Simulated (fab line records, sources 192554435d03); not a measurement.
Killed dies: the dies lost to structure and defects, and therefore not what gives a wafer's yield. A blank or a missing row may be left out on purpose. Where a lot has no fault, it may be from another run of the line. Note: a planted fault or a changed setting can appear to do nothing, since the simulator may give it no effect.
fab line records    flow n5_finfet
[record] lots = 11  wafers = 28  last_day = 16
route steps=1938 shown BEOL_M11@1539 PASSIVATION@1936
lots that met no fault: from a run of the same line without faults
start_h: start of the lot's first displayed wafer, in hours after the record's first day    wait_h: how many hours have passed since the lot's step before this one    " identical to the entry in the row above    L1.1+2: a single row standing in for several wafers    - no value, or no start was given    * or withheld: withheld    < > ~ a bound
route shown NAME@n: NAME is a module with steps in the file, n the number in the route of the first one    usual: mean/standard deviation taken from wafers without a fault    same: alike in all rows    chamber/n: place in a boat    sites: readings site by site    _std_site: their standard deviation    _edge_site: inner sites' mean taken away from outer sites' mean    radius_mm: for every site, how far away it sits from the centre of the wafer    mask NAME#n: copy n    behind: the most recent tool/chamber to have shaped the wafer    hold: the reason the lot was held/the length of the hold in hours/how it ended    device: names the non-switching transistor (n, p or np)    end of line: the same wafers' tests at the end of the route    a step with no rows: only its recipe    killed: not the wafer's yield, but the dies lost to structure and defects at the first sort    map: per-die view of a wafer (x killed, . not killed, _ where there is no die)
set.NAME: the setting as run; set.NAME@STEP: as run at that earlier step    model.NAME: the simulator's own value behind a step, which no gauge read
one table for each step of the route and one row for each wafer, over a sample of lots
services: a tool's chamber out of use, with start hour (start_h, from the record's first day; less than 0 if before it), hours out, and reason
[[steps]]
[step N5_BEOL_M11_PECVD_70]
[recipe] material = SiO2  target_thk_a = 200  temp_c = 400  precursor = TEOS/O2  pressure_torr = 5.5  rf_w = 450  teos_flow_sccm = 53.8  gas = O2  flow_sccm = 3000  time_s = 22.7
[usual] heater_power_w = 713/120  showerhead_plenum_p_Torr = 8.78/0.042  showerhead_vpp_V = 1279/60  throttle_valve_pct = 22.7/1.1
lot.wafer  tool      chamber  start_h  wait_h  heater_power_w  showerhead_plenum_p_Torr  showerhead_vpp_V  since_wet_clean_h  throttle_valve_pct
L652.1     pecvd-02  0        220.32   0.0     951             8.82                      1263              1287               23.8
L652.4     "         0        "        "       979             8.80                      1281              -                  24.0
L655.4     pecvd-03  0        232.80   0.1     617             8.75                      1234              -                  21.6
L655.5     "         1        "        "       623             8.79                      1360              -                  22.7
L655.6     "         2        "        "       643             8.75                      1300              -                  20.4
L654.2     pecvd-02  2        233.07   0.0     839             8.71                      1327              545                22.1
L654.5     "         1        "        "       658             8.78                      1287              -                  23.5
L658.2     pecvd-03  0        248.84   0.0     692             8.78                      1252              953                21.8
L658.3     "         1        "        "       632             8.76                      1384              1678               23.1
L658.6     "         1        "        "       637             8.79                      1373              -                  22.9
L659.2     pecvd-01  2        250.82   0.0     692             8.81                      1300              382                21.3
L659.5     "         2        "        "       676             8.82                      1317              -                  21.2
L659.6     "         0        "        "       755             8.82                      1280              -                  23.6
L661.1     pecvd-02  2        266.54   0.0     821             8.71                      1305              579                22.2
L661.2     "         0        "        "       947             8.82                      1264              1333               23.8
L664.2     pecvd-01  1        301.73   0.0     692             8.84                      1151              1912               24.7
L664.4     "         0        "        "       819             8.80                      1271              -                  23.2
L663.1     pecvd-03  0        303.01   0.0     677             8.75                      1235              1007               21.7
L663.4     "         2        "        "       659             8.73                      1297              -                  20.8
L666.1     pecvd-01  0        318.69   0.0     662             8.80                      1251              1204               23.5
L666.5     "         0        "        "       676             8.80                      1274              -                  23.5
L666.6     "         2        "        "       733             8.84                      1332              -                  21.4
L669.1     pecvd-01  1        319.95   0.0     583             8.83                      1140              1930               24.5
L669.2     "         2        "        "       712             8.81                      1309              451                21.6
L669.6     "         2        "        "       713             8.84                      1315              -                  21.5
L672.2     pecvd-01  2        327.78   0.0     698             8.83                      1310              459                21.6
L672.3     "         1        "        "       693             8.82                      1142              1938               24.3
L672.5     "         1        "        "       705             8.83                      1153              -                  24.4
[step N5_BEOL_M11_ETCH_65]
[recipe] chemistry = CF4  target = SiARC  target_depth_a = 390  mask_material = CAR-ArF  time_s = 65  ion_energy_ev = 80  pressure_mtorr = 40  source_w = 545  bias_w = 36  Ar_flow_sccm = 100  cf4_flow_sccm = 100  ends = cleared
[usual] drypump_motor_current_A = 5.5/0.35  etch_rf_on_time_s = 64.4/2.1  oes_product_au = 0.69/0.09  rf_vpp_V = 184.3/1  showerhead_plenum_p_Torr = 2.16/0.053  throttle_valve_pct = 15.64/0.27
lot.wafer  tool         chamber  start_h  wait_h  drypump_motor_current_A  etch_rf_on_time_s  oes_product_au  rf_hours_counter_h  rf_vpp_V  showerhead_plenum_p_Torr  throttle_valve_pct
L652.1     rie_diel-01  2        223.97   0.0     5.9                      64.9               0.61            221                 183.7     2.11                      16.02
L652.4     "            3        "        "       5.2                      65.2               0.59            238                 184.9     2.11                      15.91
L655.4     rie_diel-02  1        235.53   0.0     5.9                      67.0               0.59            228                 183.9     2.13                      15.60
L655.5     "            2        "        "       5.6                      66.0               0.79            -                   186.0     2.17                      15.11
L655.6     "            3        "        "       5.8                      66.1               0.59            -                   183.4     2.10                      15.93
L654.2     rie_diel-02  2        238.25   0.0     5.7                      66.3               0.79            9                   185.2     2.16                      15.10
L654.5     "            1        "        "       5.9                      66.6               0.59            -                   184.0     2.13                      15.61
L658.2     rie_diel-06  2        250.76   0.0     5.0                      63.2               0.72            81                  183.9     2.14                      15.44
L658.3     "            0        "        "       5.3                      62.9               0.64            178                 184.7     2.21                      15.49
L658.6     "            1        "        "       5.9                      63.0               0.60            -                   184.6     2.20                      15.93
L659.2     rie_diel-06  2        254.46   0.0     5.0                      62.4               0.72            83                  184.0     2.14                      15.44
L659.5     "            1        "        "       5.9                      63.4               0.59            -                   185.7     2.20                      15.92
L659.6     "            0        "        "       5.3                      61.7               0.63            -                   184.9     2.21                      15.51
L661.1     rie_diel-01  1        269.14   0.0     5.5                      67.4               0.61            188                 184.8     2.20                      15.74
L661.2     "            2        "        "       5.9                      65.5               0.59            239                 183.6     2.11                      16.05
L664.2     rie_diel-06  2        304.37   0.0     5.0                      63.0               0.71            101                 184.1     2.14                      15.48
L664.4     "            0        "        "       5.3                      62.0               0.62            -                   185.0     2.21                      15.54
L663.1     rie_diel-02  0        306.94   0.0     5.8                      67.5               0.69            81                  184.7     2.17                      15.66
L663.4     "            2        "        "       5.6                      66.0               0.75            -                   184.7     2.16                      15.16
L666.1     rie_diel-01  3        321.94   0.0     5.2                      64.2               0.81            9                   181.8     2.10                      15.50
L666.5     "            1        "        "       5.5                      68.3               0.59            -                   185.6     2.19                      15.76
L666.6     "            0        "        "       5.3                      64.0               0.70            -                   184.2     2.17                      15.89
L669.1     rie_diel-02  1        325.06   0.0     5.9                      64.3               0.84            0                   184.6     2.12                      15.15
L669.2     "            0        "        "       5.8                      66.8               0.68            88                  184.4     2.17                      15.66
L669.6     "            0        "        "       5.9                      66.9               0.69            -                   183.6     2.17                      15.66
L672.2     rie_diel-06  3        334.69   0.0     4.9                      61.3               0.83            13                  185.3     2.30                      15.89
L672.3     "            0        "        "       5.3                      61.9               0.61            207                 185.2     2.20                      15.56
L672.5     "            1        "        "       6.0                      63.1               0.82            -                   185.4     2.19                      15.49
[step N5_BEOL_M11_PRE_CLEAN_45]
[recipe] gas = H2/He  time_s = 30  temp_c = 250
[usual] heater_power_w = 329/26
lot.wafer  tool            chamber  start_h  wait_h  heater_power_w
L652.1     pvd_sputter-01  -        225.40   0.0     310
L652.4     "               -        "        "       351
L655.4     pvd_sputter-01  -        236.60   0.0     354
L655.5     "               -        "        "       314
L655.6     "               -        "        "       354
L654.2     pvd_sputter-01  -        239.44   0.0     316
L654.5     "               -        "        "       350
L658.2     pvd_sputter-02  -        251.85   0.0     337
L658.3     "               -        "        "       298
L658.6     "               -        "        "       366
L659.2     pvd_sputter-03  -        255.99   0.0     320
L659.5     "               -        "        "       331
L659.6     "               -        "        "       321
L661.1     pvd_sputter-03  -        270.44   0.0     348
L661.2     "               -        "        "       333
L664.2     pvd_sputter-01  -        305.49   0.0     315
L664.4     "               -        "        "       363
L663.1     pvd_sputter-01  -        307.97   0.0     355
L663.4     "               -        "        "       353
L666.1     pvd_sputter-02  -        322.97   0.0     286
L666.5     "               -        "        "       348
L666.6     "               -        "        "       310
L669.1     pvd_sputter-03  -        326.11   0.0     344
L669.2     "               -        "        "       329
L669.6     "               -        "        "       322
L672.2     pvd_sputter-02  -        336.14   0.0     343
L672.3     "               -        "        "       303
L672.5     "               -        "        "       300
[step N5_BEOL_M11_CMP_52]
[recipe] stop_on = SiCOH_lowk  t_overpolish_s = 7  down_force_psi = 1  platen_rpm = 50  clearing_platen_down_force_psi = 1.5  clearing_platen_rpm = 50  post_cmp_clean = cu_alkaline  target_thk_nm = 140  clearing_platen_pad_velocity_m_s = 0.99484  pad_velocity_m_s = 0.99484
[usual] barrier_field_endpoint_s = 29.6/0.94  clearing_platen_rpm = 50.004/0.024  head_pressure_psi = 1.0000/0.0021  motor_current_A = 6.2/0.6  platen_rpm = 50.00/0.033  retaining_ring_pressure_frac = 0.999/0.0049  slurry_flow_ml_min = 150.0/0.46
lot.wafer  tool    chamber  start_h  wait_h  barrier_field_endpoint_s  clearing_platen_rpm  head_pressure_psi  motor_current_A  platen_rpm  retaining_ring_pressure_frac  slurry_flow_ml_min
L652.4     cmp-04  2        227.12   0.2     30.5                      49.980               0.9975             6.0              49.94       1.004                         150.1
L652.1     "       3        "        "       29.4                      50.011               1.0005             6.2              50.00       1.009                         150.2
L655.4     cmp-02  3        239.85   0.2     28.2                      49.975               1.0042             6.4              50.05       1.004                         149.2
L655.5     "       0        "        "       30.1                      50.006               0.9982             5.8              49.99       1.002                         150.1
L655.6     "       1        "        "       27.0                      49.999               0.9994             5.0              49.93       0.995                         150.3
L654.2     cmp-04  1        241.10   0.3     30.7                      49.990               0.9999             6.5              50.04       0.996                         150.1
L654.5     "       0        "        "       31.3                      49.992               0.9989             6.0              50.02       0.997                         150.3
L658.3     cmp-04  3        255.34   0.3     29.4                      50.015               1.0031             6.4              50.03       1.002                         149.5
L658.2     "       0        "        "       29.2                      49.991               0.9999             6.6              49.98       1.005                         150.1
L658.6     "       0        "        "       30.0                      50.009               0.9990             6.4              50.00       0.998                         149.2
L659.2     cmp-04  0        257.30   0.4     28.8                      50.027               0.9972             6.4              49.98       0.995                         149.7
L659.5     "       2        "        "       30.1                      50.058               1.0001             6.1              50.02       1.002                         150.1
L659.6     "       3        "        "       29.2                      50.003               1.0001             6.3              50.00       1.002                         150.7
L661.2     cmp-02  3        273.25   0.2     27.3                      50.023               1.0011             6.1              49.99       0.999                         149.5
L661.1     "       0        "        "       30.5                      49.985               0.9991             5.9              49.97       0.993                         150.1
L664.4     cmp-01  3        307.69   0.2     30.6                      49.997               1.0017             6.7              49.96       0.991                         150.0
L664.2     "       1        "        "       31.8                      50.043               0.9992             7.3              50.00       1.001                         150.0
L663.4     cmp-01  3        309.36   0.1     29.1                      49.999               0.9980             6.6              49.96       1.009                         149.6
L663.1     "       0        "        "       28.3                      49.999               0.9993             6.1              49.99       1.002                         150.4
L666.1     cmp-01  3        324.60   0.3     22.3                      50.026               0.9994             6.4              49.98       0.990                         150.0
L666.6     "       2        "        "       28.5                      49.961               0.9985             5.5              49.98       0.995                         150.3
L666.5     "       3        "        "       29.4                      50.005               0.9995             6.6              50.02       0.995                         150.3
L669.2     cmp-04  2        327.24   0.2     21.6                      50.012               1.0010             6.4              49.98       1.000                         148.6
L669.1     "       1        "        "       22.8                      50.038               0.9972             6.5              49.99       0.995                         149.7
L669.6     "       3        "        "       29.3                      50.020               0.9965             6.0              50.01       1.005                         150.0
L672.2     cmp-01  1        338.01   0.2     22.6                      49.995               1.0000             7.8              49.99       1.007                         150.3
L672.3     "       3        "        "       29.7                      50.008               0.9967             6.8              50.03       1.005                         149.4
L672.5     "       1        "        "       30.0                      49.979               1.0020             7.2              50.01       0.999                         149.2
[step N5_BEOL_M11_DEP_56]
[recipe] material = SiCN  target_thk_a = 300  temp_c = withheld  precursor = 3MS/NH3  pressure_torr = 3  rf_w = 675  time_s = 10.5
[usual] showerhead_plenum_p_Torr = 4.159/0.016  showerhead_vpp_V = 1570/69  throttle_valve_pct = 18.3/0.87
lot.wafer  tool      chamber  start_h  wait_h  showerhead_plenum_p_Torr  showerhead_vpp_V  since_wet_clean_h  throttle_valve_pct
L652.1     pecvd-01  0        227.40   0.0     4.165                     1559              1113               19.0
L652.4     "         2        "        "       4.180                     1631              -                  17.2
L655.4     pecvd-03  1        240.11   0.0     4.166                     1688              -                  18.3
L655.5     "         0        "        "       4.159                     1526              -                  17.8
L655.6     "         2        "        "       4.143                     1581              -                  16.8
L654.2     pecvd-02  2        241.39   0.0     4.140                     1579              554                17.9
L654.5     "         0        "        "       4.163                     1564              -                  19.1
L658.2     pecvd-02  1        255.70   0.0     4.161                     1523              2047               18.8
L658.3     "         0        "        "       4.173                     1569              1322               19.0
L658.6     "         0        "        "       4.168                     1546              -                  19.2
L659.2     pecvd-02  0        257.58   0.0     4.166                     1562              1324               19.2
L659.5     "         2        "        "       4.144                     1590              -                  17.7
L659.6     "         1        "        "       4.155                     1605              -                  19.0
L661.1     pecvd-02  0        273.57   0.0     4.169                     1522              1340               18.9
L661.2     "         1        "        "       4.173                     1583              2065               19.2
L664.2     pecvd-03  1        308.01   0.0     4.144                     1688              1737               18.3
L664.4     "         0        "        "       4.145                     1532              -                  17.7
L663.1     pecvd-03  1        309.72   0.0     4.157                     1680              1739               18.3
L663.4     "         2        "        "       4.141                     1590              -                  16.6
L666.1     pecvd-01  0        324.92   0.0     4.171                     1521              1210               18.8
L666.5     "         0        "        "       4.170                     1556              -                  18.8
L666.6     "         2        "        "       4.164                     1630              -                  17.4
L669.1     pecvd-02  2        327.60   0.0     4.142                     1598              640                17.8
L669.2     "         1        "        "       4.156                     1550              2119               19.1
L669.6     "         1        "        "       4.159                     1557              -                  18.9
L672.2     pecvd-01  1        338.37   0.0     4.188                     1386              1948               19.8
L672.3     "         0        "        "       4.175                     1526              1223               18.7
L672.5     "         1        "        "       4.178                     1389              -                  19.8
[step N5_PASSIVATION_PROBE_49]
[usual] defect_limited_yield = 91.3/1.5  killed_at_M0_to_M3 = 33/12  killed_at_M4_up = 15/5.2  killed_at_contacts = 12/5.1  killed_at_front_end = 39/11  killed_at_other = 5/3.6  killed_dies = 103/18  killed_open = 67/13  killed_short = 33/7.8  sort_bin_5_function = 5.1/0.96  sort_bin_6_memory = 3.2/0.71  sort_bin_8_speed = 0.01/0.063  sort_n_pass = 1077/18  sort_yield_pct = 91.3/1.5
[same] gross_dies = 1180  killed_at_back_side = 0  sort_bin_4_leakage[%] = 0
lot.wafer  tool       chamber  start_h  wait_h  defect_limited_yield[%]  killed_at_M0_to_M3  killed_at_M4_up  killed_at_contacts  killed_at_front_end  killed_at_other  killed_dies  killed_open  killed_short  sort_bin_5_function[%]  sort_bin_6_memory[%]  sort_bin_8_speed[%]  sort_n_pass  sort_yield_pct[%]
L669.1     prober-01  -        365.18   0.0     92.6                     29                  12               10                  25                   11               87           53           33            4.7                     2.5                   0                    1093         92.6
L669.2     prober-01  -        365.23   0.1     90.3                     31                  11               10                  47                   15               114          66           43            5.5                     3.1                   0                    1066         90.3
L669.6     prober-01  -        365.43   0.3     90.9                     29                  12               11                  46                   9                107          60           47            6.6                     2.1                   0                    1073         90.9
// killed by level:class
L669.1 MOL_CONTACT_COAG:geometric_particle:open=9 BEOL_M0_SAQP:geometric_particle:short=8 FIN_SAQP:geometric_particle:open=7 BEOL_M2:geometric_particle:open=7 BEOL_M3:geometric_particle:open=5 FIN_SAQP:geometric_particle:short=4 BEOL_M0_SAQP:geometric_particle:open=4 BEOL_M4:geometric_particle:open=4
L669.2 BEOL_M2:geometric_particle:open=11 FIN_SAQP:geometric_particle:short=8 FIN_SAQP:geometric_particle:open=7 MOL_CONTACT_COAG:geometric_particle:open=7 DUMMY_GATE:geometric_particle:open=6 GATE_CUT:geometric_particle:short=6 STARTING-WAFER:geometric_particle:short=6 BEOL_M3:geometric_particle:open=6
L669.6 FIN_SAQP:geometric_particle:short=21 BEOL_M3:geometric_particle:open=9 MOL_CONTACT_COAG:geometric_particle:open=8 BEOL_M2:geometric_particle:open=7 FIN_SAQP:geometric_particle:open=6 DUMMY_GATE:geometric_particle:open=6 STARTING-WAFER:geometric_particle:open=5 BEOL_M2:geometric_particle:short=4
[[services]]
tool            chamber  start_h  hours  kind
pecvd-02        -        199.08   14.6   pm
cmp-02          -        206.20   2.5    repair
rie_diel-01     2        220.13   3.2    repair
pecvd-01        1        246.46   25.7   repair
cmp-01          -        248.37   4.8    pm
pecvd-03        -        250.52   2.8    pm
cmp-02          -        255.23   2.4    repair
cmp-02          -        259.41   8.9    repair
rie_diel-02     3        266.56   10.3   repair
rie_diel-06     3        276.06   -      clean
rie_diel-06     3        276.06   -      consumable_replace:focus_ring
cmp-01          -        277.89   4.0    pm
cmp-04          -        278.83   0.6    repair
cmp-02          -        280.10   1.0    repair
cmp-02          -        284.72   8.9    pm
cmp-04          -        288.10   4.0    pm
cmp-04          -        292.10   -      consumable_replace:conditioner
cmp-04          -        292.10   -      consumable_replace:pad
cmp-02          -        295.37   4.2    pm
pecvd-01        2        300.39   2.1    scheduled_down
pvd_sputter-01  -        301.73   2.1    repair
pvd_sputter-01  -        310.66   1.0    repair
rie_diel-02     3        320.24   22.2   repair
pvd_sputter-01  -        328.15   1.8    repair
[[key]]
[first_sign] step = N5_BEOL_M11_CMP_52  reading = barrier_field_endpoint_s  direction = down  sigmas = 7.7  usual = 29.6  struck = 22.3
effect none on later readings
met_at N5_BEOL_M11_PECVD_70
struck_lots L666,L669,L672
struck_wafers L666.1,L669.1,L669.2,L672.2
[baseline_loss] step = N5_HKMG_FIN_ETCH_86  wafers = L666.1
not_acting_at N5_BEOL_M11_ETCH_65,N5_BEOL_M11_PRE_CLEAN_45,N5_BEOL_M11_DEP_56
onset_between 301.73 318.69
[fault] kind = process_parameter_drift  tool = pecvd-01  chamber = -  onset_h = 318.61  steps = N5_BEOL_M11_PECVD_70  channel = time_s  offset = *  shape = step  end_h = 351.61  scope = struck_wafers_only  acts_in = *  stated = *
// baseline_loss: these wafers lose ten dies or more at that step, a loss of the line's own and not of a fault; the sort's usual values leave them out
